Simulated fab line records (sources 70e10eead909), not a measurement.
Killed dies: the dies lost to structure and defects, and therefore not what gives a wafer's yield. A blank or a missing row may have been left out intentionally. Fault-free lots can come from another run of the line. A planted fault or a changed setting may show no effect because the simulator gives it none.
Which tool is to blame? ; flow nandHarc ; 24 lots with 72 wafers sampled at 6 steps, on a route of 1302 steps

== WHAT THE GAUGES SHOWED, per wafer ==
NHARC_P_M0_CD_MEAS_16.
lot;measured;on;cdNm (nm)
L074;day 6 02:36;cdSem-01;90.1 89.0 88.7
L075;day 6 08:31;cdSem-01;91.3 90.2 91.1
L076;day 6 21:58;cdSem-01;89.6 90.3 89.5
L077;day 7 05:57;cdSem-01;90.5 90.6 90.1
L078;day 7 17:32;cdSem-03;89.5 90.7 90.1
L079;day 8 01:03;cdSem-03;88.6 88.7 90.5
L080;day 8 12:42;cdSem-03;90.0 88.9 89.4
L081;day 9 05:06;cdSem-01;89.7 91.0 90.6
L082;day 9 10:44;cdSem-01;90.1 89.6 89.8
L083;day 10 09:16;cdSem-02;90.9 90.2 91.4
L085;day 10 15:46;cdSem-01;89.4 89.8 90.3
L084;day 10 17:44;cdSem-02;90.8 89.4 90.3
L086;day 10 23:36;cdSem-02;88.9 88.8 88.4
L088;day 12 00:32;cdSem-03;90.6 90.4 90.8
L087;day 12 01:22;cdSem-02;91.1 89.3 90.5
L089;day 12 05:44;cdSem-01;89.8 89.1 89.4
L090;day 12 21:29;cdSem-01;89.6 89.7 90.1
L091;day 12 23:34;cdSem-01;88.9 89.3 90.7
L092;day 13 11:18;cdSem-03;88.0 88.0 89.1
L093;day 13 21:55;cdSem-02;90.3 89.5 90.0
L094;day 14 11:38;cdSem-02;88.6 87.9 89.3
L095;day 14 23:06;cdSem-01;88.4 89.2 88.6
L096;day 15 04:58;cdSem-02;91.0 89.6 89.1
L097;day 15 12:35;cdSem-03;88.9 89.2 88.6

NHARC_P_M1_OVL_MEAS_10: pitch 260 nm.
lot;measured;on;overlayXNm (nm);overlayYNm (nm)
L074;day 6 06:09;overlay-02;-0.2 -0.4 -0.5;-0.5 -0.2 -0.3
L075;day 6 12:04;overlay-01;-0.8 -0.2 -0.5;1.1 1.4 1.1
L076;day 7 01:47;overlay-02;-0.9 -0.9 -1.0;-0.3 0.5 -0.2
L077;day 7 09:37;overlay-02;-0.6 -0.6 -0.7;0.3 -0.5 -0.3
L078;day 7 21:22;overlay-01;-2.0 -1.8 -1.6;0.5 -0.1 0.4
L079;day 8 04:43;overlay-01;0.5 0.8 0.5;0.0 -0.2 -0.2
L080;day 8 16:43;overlay-01;-0.5 -0.4 -0.4;0.8 1.5 0.6
L081;day 9 08:46;overlay-01;0.7 0.8 0.8;-0.7 -1.0 -0.8
L082;day 9 14:29;overlay-02;0.2 0.0 0.1;0.6 0.8 0.9
L083;day 10 12:56;overlay-01;-1.2 -0.5 -1.1;-1.5 -0.9 -1.0
L085;day 10 19:20;overlay-02;0.9 1.4 0.5;0.3 -0.6 -0.4
L084;day 10 21:16;overlay-02;0.3 0.6 0.6;1.3 1.2 0.9
L086;day 11 03:26;overlay-02;0.5 -0.1 0.7;-0.6 -0.7 0.2
L088;day 12 04:11;overlay-02;-0.1 -0.1 -0.7;-0.8 -0.8 -0.4
L087;day 12 05:34;overlay-01;-1.2 -0.7 -0.9;-0.7 -0.6 -0.5
L089;day 12 09:41;overlay-01;-0.3 -0.2 -0.7;-0.6 -0.8 -0.5
L090;day 13 01:09;overlay-01;0.8 0.3 0.3;0.9 1.6 1.2
L091;day 13 03:14;overlay-01;1.3 1.8 1.7;-1.1 -1.3 -1.1
L092;day 13 14:58;overlay-01;0.6 1.1 0.7;0.4 0.1 0.2
L093;day 14 01:33;overlay-01;-0.2 0.1 0.5;0.7 1.1 0.3
L094;day 14 15:10;overlay-01;0.7 0.8 0.8;-0.7 -0.1 -0.4
L095;day 15 02:49;overlay-02;-0.8 -0.5 -0.6;-1.2 -1.2 -1.1
L096;day 15 08:37;overlay-01;0.1 -0.3 0.6;0.5 0.8 0.2
L097;day 15 16:15;overlay-01;0.2 0.3 0.0;0.4 0.7 0.4

NHARC_P_M1_INSPECT_11.
lot;measured;on;rawDefectCount
L074;day 6 06:11;defectInspect-01;6 2 6
L075;day 6 12:06;defectInspect-01;3 2 6
L076;day 7 01:49;defectInspect-02;4 3 1
L077;day 7 09:39;defectInspect-01;7 4 3
L078;day 7 21:24;defectInspect-02;3 2 1
L079;day 8 04:45;defectInspect-02;6 8 6
L080;day 8 16:45;defectInspect-01;4 5 3
L081;day 9 08:48;defectInspect-02;1 2 4
L082;day 9 14:31;defectInspect-01;9 3 6
L083;day 10 12:58;defectInspect-01;2 1 3
L085;day 10 19:22;defectInspect-02;4 2 4
L084;day 10 21:19;defectInspect-01;1 4 4
L086;day 11 03:28;defectInspect-01;6 10 11
L088;day 12 04:13;defectInspect-02;13 8 7
L087;day 12 05:36;defectInspect-02;10 7 10
L089;day 12 09:43;defectInspect-01;1 8 0
L090;day 13 01:12;defectInspect-01;5 4 8
L091;day 13 03:16;defectInspect-01;4 1 1
L092;day 13 15:01;defectInspect-01;3 3 7
L093;day 14 01:35;defectInspect-02;2 5 3
L094;day 14 15:12;defectInspect-01;7 3 5
L095;day 15 02:51;defectInspect-02;2 3 5
L096;day 15 08:40;defectInspect-02;2 2 1
L097;day 15 16:17;defectInspect-01;4 2 1

== TOOL THAT RAN EACH LOT (tool first, then ch and the chambers of the sampled wafers, then the start) ==
lot;NHARC_P_GATE_STRIP_75;NHARC_P_GATE_RTA_64;NHARC_P_CONTACT_ALD_22
L074;plasmaAsher-01 ch 0,1, day 5 14:13;rtpAnneal-01 ch 0, day 5 18:32;aldMetal-03 ch 2,3, day 5 23:25
L075;plasmaAsher-02 ch 0, day 5 20:32;rtpAnneal-01 ch 0, day 6 01:01;aldMetal-02 ch 0,1, day 6 05:55
L076;plasmaAsher-01 ch 0,1, day 6 09:25;rtpAnneal-01 ch 0, day 6 13:53;aldMetal-03 ch 0,2, day 6 18:52
L077;plasmaAsher-01 ch 0,1, day 6 17:57;rtpAnneal-01 ch 0, day 6 22:29;aldMetal-03 ch 1,2, day 7 03:19
L078;plasmaAsher-01 ch 0, day 7 05:46;rtpAnneal-01 ch 0, day 7 10:08;aldMetal-04 ch 0,3, day 7 15:02
L079;plasmaAsher-01 ch 0,1, day 7 12:50;rtpAnneal-02 ch 0, day 7 17:22;aldMetal-04 ch 0,3, day 7 22:13
L080;plasmaAsher-02 ch 0,1, day 8 00:42;rtpAnneal-02 ch 0, day 8 05:08;aldMetal-04 ch 0,1,2, day 8 10:06
L081;plasmaAsher-01 ch 0,1, day 8 16:55;rtpAnneal-01 ch 0, day 8 21:33;aldMetal-03 ch 0,1,3, day 9 02:20
L082;plasmaAsher-01 ch 0,1, day 8 22:19;rtpAnneal-02 ch 0, day 9 02:47;aldMetal-04 ch 0,1, day 9 08:05
L083;plasmaAsher-02 ch 0,1, day 9 21:34;rtpAnneal-01 ch 0, day 10 01:50;aldMetal-03 ch 1,2,3, day 10 06:40
L085;plasmaAsher-02 ch 0,1, day 10 03:47;rtpAnneal-02 ch 0, day 10 08:20;aldMetal-04 ch 0,2,3, day 10 13:12
L084;plasmaAsher-02 ch 0,1, day 10 05:48;rtpAnneal-01 ch 0, day 10 10:21;aldMetal-02 ch 0,3, day 10 15:13
L086;plasmaAsher-02 ch 0,1, day 10 11:37;rtpAnneal-02 ch 0, day 10 16:01;aldMetal-02 ch 0,1,3, day 10 20:57
L088;plasmaAsher-01 ch 0,1, day 11 12:37;rtpAnneal-01 ch 0, day 11 17:04;aldMetal-03 ch 1,3, day 11 22:02
L087;plasmaAsher-01 ch 0,1, day 11 12:59;rtpAnneal-01 ch 0, day 11 17:52;aldMetal-04 ch 0,1,2, day 11 22:43
L089;plasmaAsher-01 ch 0,1, day 11 17:47;rtpAnneal-01 ch 0, day 11 22:07;aldMetal-03 ch 0,2,3, day 12 02:58
L090;plasmaAsher-01 ch 0,1, day 12 09:26;rtpAnneal-01 ch 0, day 12 14:08;aldMetal-04 ch 1,2, day 12 18:59
L091;plasmaAsher-01 ch 0,1, day 12 10:42;rtpAnneal-02 ch 0, day 12 15:03;aldMetal-02 ch 0,1,2, day 12 20:17
L092;plasmaAsher-02 ch 0,1, day 12 23:11;rtpAnneal-01 ch 0, day 13 03:47;aldMetal-03 ch 0,1,3, day 13 08:39
L093;plasmaAsher-01 ch 0,1, day 13 09:51;rtpAnneal-02 ch 0, day 13 14:11;aldMetal-03 ch 0,2,3, day 13 19:10
L094;plasmaAsher-01 ch 0,1, day 13 23:47;rtpAnneal-01 ch 0, day 14 04:08;aldMetal-04 ch 2,3, day 14 08:58
L095;plasmaAsher-02 ch 0,1, day 14 11:11;rtpAnneal-01 ch 0, day 14 15:35;aldMetal-03 ch 1,2,3, day 14 20:28
L096;plasmaAsher-01 ch 0,1, day 14 17:04;rtpAnneal-01 ch 0, day 14 21:23;aldMetal-02 ch 0,2,3, day 15 02:21
L097;plasmaAsher-02 ch 0,1, day 15 00:13;rtpAnneal-01 ch 0, day 15 04:53;aldMetal-03 ch 1,2, day 15 10:06
- NHARC_P_GATE_STRIP_75: strips in O2.
- NHARC_P_GATE_RTA_64: time 1 s.
- NHARC_P_CONTACT_ALD_22: deposits TiN, target thk 3 nm, pulse time 1 s, ald cycles 150.

== AS READ BY THE TOOLS THEMSELVES (means over the sampled wafers that have a number; for cases with no such wafer, the mark the record gives instead) ==
NHARC_P_GATE_STRIP_75.
lot;tool;drypumpMotorCurrentA (A);heaterPowerW (W)
L074;plasmaAsher-01;5.56;321
L075;plasmaAsher-02;5.34;424
L076;plasmaAsher-01;5.46;330
L077;plasmaAsher-01;5.49;331
L078;plasmaAsher-01;5.36;332
L079;plasmaAsher-01;5.48;330
L080;plasmaAsher-02;5.85;369
L081;plasmaAsher-01;5.47;319
L082;plasmaAsher-01;5.57;327
L083;plasmaAsher-02;5.62;397
L085;plasmaAsher-02;5.59;393
L084;plasmaAsher-02;5.90;369
L086;plasmaAsher-02;5.87;379
L088;plasmaAsher-01;5.57;322
L087;plasmaAsher-01;5.47;320
L089;plasmaAsher-01;5.49;325
L090;plasmaAsher-01;5.57;325
L091;plasmaAsher-01;5.56;327
L092;plasmaAsher-02;5.61;399
L093;plasmaAsher-01;5.59;318
L094;plasmaAsher-01;5.57;321
L095;plasmaAsher-02;5.59;392
L096;plasmaAsher-01;5.48;319
L097;plasmaAsher-02;5.63;394

NHARC_P_GATE_RTA_64.
lot;tool;lampPowerPct (%);lamp_zone_1_pct (%);lamp_zone_6_pct (%);wafer_temp_C_max
L074;rtpAnneal-01;39;39;39;1054.6
L075;rtpAnneal-01;39;39;39;1055.6
L076;rtpAnneal-01;39;39;39;1054.8
L077;rtpAnneal-01;39;39;39;1054.5
L078;rtpAnneal-01;39;39;39;1055.2
L079;rtpAnneal-02;32;32;32;1055.6
L080;rtpAnneal-02;32;32;32;1055.1
L081;rtpAnneal-01;39;39;39;1053.9
L082;rtpAnneal-02;32;32;32;1054.0
L083;rtpAnneal-01;39;39;39;1054.6
L085;rtpAnneal-02;32;32;32;1054.6
L084;rtpAnneal-01;39;39;39;1055.1
L086;rtpAnneal-02;32;32;32;1055.5
L088;rtpAnneal-01;39;39;39;1054.6
L087;rtpAnneal-01;39;39;39;1054.8
L089;rtpAnneal-01;39;39;39;1055.1
L090;rtpAnneal-01;39;39;39;1054.7
L091;rtpAnneal-02;32;32;32;1053.9
L092;rtpAnneal-01;39;39;39;1055.5
L093;rtpAnneal-02;32;32;32;1055.0
L094;rtpAnneal-01;39;39;39;1054.5
L095;rtpAnneal-01;39;39;39;1055.2
L096;rtpAnneal-01;39;39;39;1055.0
L097;rtpAnneal-01;39;39;39;1055.4

NHARC_P_CONTACT_ALD_22.
lot;tool;heaterPowerW (W);precursorPulseHeightRel
L074;aldMetal-03;1060;0.999
L075;aldMetal-02;994;1.015
L076;aldMetal-03;1080;0.992
L077;aldMetal-03;929;0.993
L078;aldMetal-04;984;1.017
L079;aldMetal-04;1061;0.986
L080;aldMetal-04;1029;0.984
L081;aldMetal-03;1036;0.985
L082;aldMetal-04;1129;0.995
L083;aldMetal-03;1029;0.983
L085;aldMetal-04;977;1.002
L084;aldMetal-02;1040;0.996
L086;aldMetal-02;1026;0.989
L088;aldMetal-03;1015;1.002
L087;aldMetal-04;1030;0.992
L089;aldMetal-03;1096;1.010
L090;aldMetal-04;1026;1.002
L091;aldMetal-02;974;1.015
L092;aldMetal-03;1029;0.980
L093;aldMetal-03;1078;1.018
L094;aldMetal-04;915;0.989
L095;aldMetal-03;1022;0.999
L096;aldMetal-02;929;1.008
L097;aldMetal-03;945;0.979

== THE ANSWER, worked out from the rows above alone ==
Rule: usual is defined by the lots themselves. Put in order of their means at a reading, lots are off if they are a third of the lots or fewer, leave a main group of 4 or more, and stand apart from it by a gap of 3 or more times the standard deviation of the main group's means; of several such gaps the widest counts. Not used: any main group whose means are identical at the precision the tables above print for the reading. A lot without any number at a reading at which 4 lots or more have one is off too. The other lots that the step has rows for count as sound. The gauges are gone through in route order, then the tools' own readings, and for those a lot's mean is taken as printed above. The first step at which some lot is off is used, and at that step the reading that is off furthest; a lot without a number counts as furthest.
No lot is off at any reading shown: from this, nothing can be told.

== WHAT THE SIMULATOR PUT IN ==
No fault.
